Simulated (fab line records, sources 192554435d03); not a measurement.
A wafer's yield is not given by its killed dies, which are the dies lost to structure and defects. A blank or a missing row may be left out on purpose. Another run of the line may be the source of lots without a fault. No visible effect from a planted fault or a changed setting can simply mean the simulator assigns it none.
Code-filled problem report in 8D (eight disciplines) form -- flow n5Finfet -- the parts of the form that need people (team, actions taken, sign-off) are left out

## 1. PROBLEM STATEMENT
Mean of biasW at N5_PASSIVATION_ETCH_15: 77.92 W across 3 wafers in 2 lots; on wafers with no fault it is 69.99 W (standard deviation 0.23). That is +34 standard deviations from the usual mean.
The step: etches SiCN in CF4/N2, target depth 75 nm, time 81.2 s.
First seen on wafer L656.6, day 14 21:26, on rieDiel-02. At this step, 30 wafers from 10 lots have a number in the record. Rule for "out", or "out of limits": more than 4 standard deviations from the usual mean. The other wafers with a number count as sound.

## 2. WHAT IT IS, AND WHAT IT ISN'T
question,is,is not
which readings at this step,"biasW, rfVppV","drypumpMotorCurrentA, oesProductAu, showerheadPlenumPTorr, throttleValvePct"
which lots,"L656, L658","L651, L652, L653, L657, L659, L664, L667, L668"
which wafers of those lots,"L656.6, L658.4, L658.6","L656.2, L656.5, L658.2"
read on which tools,rieDiel-02,rieDiel-03
when,from day 14 21:26,"up to then (11 sound wafers); but 16 sound wafers of L657, L658, L659, L664, L667, L668 came after"

## 3. SUSPECTS, AND WHAT RULES EACH OUT
Counting: if a tool at a process step up to the reading ran every lot that is out, it stays a suspect. Sound lots after the first of them don't rule it out here, since some wafers of a struck lot are sound.
- rieDiel-02 at N5_PASSIVATION_STRIP_14 (strips in O2): kept. Ran every lot that is out, first one L656 (day 14 21:23); last sound lot up to then L653 (day 14 07:04).
- rieDiel-02 at N5_PASSIVATION_ETCH_15 (etches SiCN in CF4/N2, target depth 75 nm, time 81.2 s): kept. Ran every lot that is out, first one L656 (day 14 21:26); last sound lot up to then L653 (day 14 07:06). Out on those wafers are its own readings of biasW, rfVppV.
- rieDiel-02, N5_PASSIVATION_STRIP_14: wafers that are out in chamber 1, sound lot-mates in chambers 0, 2, 3.
- rieDiel-02, N5_PASSIVATION_ETCH_15: wafers that are out in chamber 1, sound lot-mates in chambers 0, 2, 3.
After counting, rieDiel-02 at N5_PASSIVATION_STRIP_14 and rieDiel-02 at N5_PASSIVATION_ETCH_15 remain.

## 4. THE CAUSE (what the simulator had put in)
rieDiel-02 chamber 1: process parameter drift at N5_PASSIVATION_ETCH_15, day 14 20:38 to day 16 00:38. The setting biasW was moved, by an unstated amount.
Counting left 2 suspects, and this tool is among them.

## 5. THE EFFECT CHAIN, in route order
Each row: a reading where the mean over the struck wafers with a number is more than 3 standard deviations away from the usual. Only readings for which the record gives a usual standard deviation are gone through. hours: the time from each lot's start at the first step in this table that gives one to its start at this step, as a median over the lots. sigmas: the change in usual standard deviations.
hours,step,reading,usual,on struck wafers,change,sigmas
0,N5_PASSIVATION_ETCH_15,biasW,69.99 W,77.92,+7.93,+34
0,N5_PASSIVATION_ETCH_15,rfVppV,382.7 V,410.2,+27.5,+15
Here are the process steps it includes:
- N5_PASSIVATION_ETCH_15: etches SiCN in CF4/N2, target depth 75 nm, time 81.2 s.

## 6. HOW IT WOULD HAVE BEEN CAUGHT EARLIER
In this record the first reading out of limits was taken at day 14 21:26, 1 hour after the fault began at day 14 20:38.
